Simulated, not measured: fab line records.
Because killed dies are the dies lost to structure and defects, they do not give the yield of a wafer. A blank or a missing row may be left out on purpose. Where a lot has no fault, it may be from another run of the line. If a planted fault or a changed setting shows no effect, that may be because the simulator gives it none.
Chamber matching    flow nand-harc    NHARC_P_M1_ETCH_35 on rie-diel-02 has 4 sister chambers
The step etches the open film in N2/H2, target depth 40 nm, overetch 12 nm, time 43.94 s. 14 wafers are shown with their chamber, then 7 later ones without.

WAFERS PAIRED WITH THEIR CHAMBERS
wafer   chamber  showerhead-plenum-p-Torr (Torr)  rf-vpp-V (V)  throttle-valve-pct (%)
L388.1  3        2.09                             432.7         14.159
L388.2  1        1.92                             425.7         14.158
L388.4  2        2.12                             431.7         14.146
L389.1  1        1.91                             428.6         14.151
L389.2  0        1.93                             428.1         14.180
L389.6  0        1.93                             426.4         14.188
L390.2  3        2.09                             431.8         14.158
L390.5  0        1.93                             427.8         14.187
L390.6  3        2.09                             431.5         14.154
L391.2  0        1.92                             426.6         14.187
L391.3  1        1.91                             427.0         14.183
L391.6  2        2.12                             434.4         14.178
L393.2  0        1.92                             426.6         14.185
L393.3  3        2.09                             430.7         14.164

SIGNATURES (means of the wafers above)
reading                   chamber 0  chamber 1  chamber 2  chamber 3  scatter within a chamber
showerhead-plenum-p-Torr  1.9260     1.9133     2.1200     2.0900     0.00432
rf-vpp-V                  427.100    427.100    433.050    431.675    1.11
throttle-valve-pct        14.18540   14.16400   14.16200   14.15875   0.0108
Rule: for a wafer and a chamber, the distance is found by dividing, reading by reading, the gap between the wafer's reading and the chamber's mean by the reading's scatter, squaring, summing and taking the root. If the next closest chamber is less than 2 further off than the closest, the wafer can't be placed; otherwise it belongs to the closest. The scatter: the root of (the sum of the squares of (reading less its chamber's mean) over the shown wafers, divided by (wafers less chambers)).

WAFERS WHOSE CHAMBER IS MISSING
wafer   showerhead-plenum-p-Torr (Torr)  rf-vpp-V (V)  throttle-valve-pct (%)
L393.5  1.92                             427.1         14.173
L394.3  2.09                             432.6         14.178
L394.5  2.12                             432.9         14.182
L394.6  2.08                             431.4         14.170
L398.1  1.91                             427.4         14.180
L398.3  2.08                             430.5         14.177
L398.6  1.92                             428.8         14.192

WHICH CHAMBER EACH ONE RAN IN
wafer   from the rows above      in truth
L393.5  can't be placed: 1 or 0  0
L394.3  3                        3
L394.5  2                        2
L394.6  3                        3
L398.1  1                        1
L398.3  3                        3
L398.6  can't be placed: 0 or 1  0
Placed correctly: 5 of 7. Cannot be placed on the basis of these rows: 2; the candidates contain the true chamber in 2. Placed wrongly: 0.
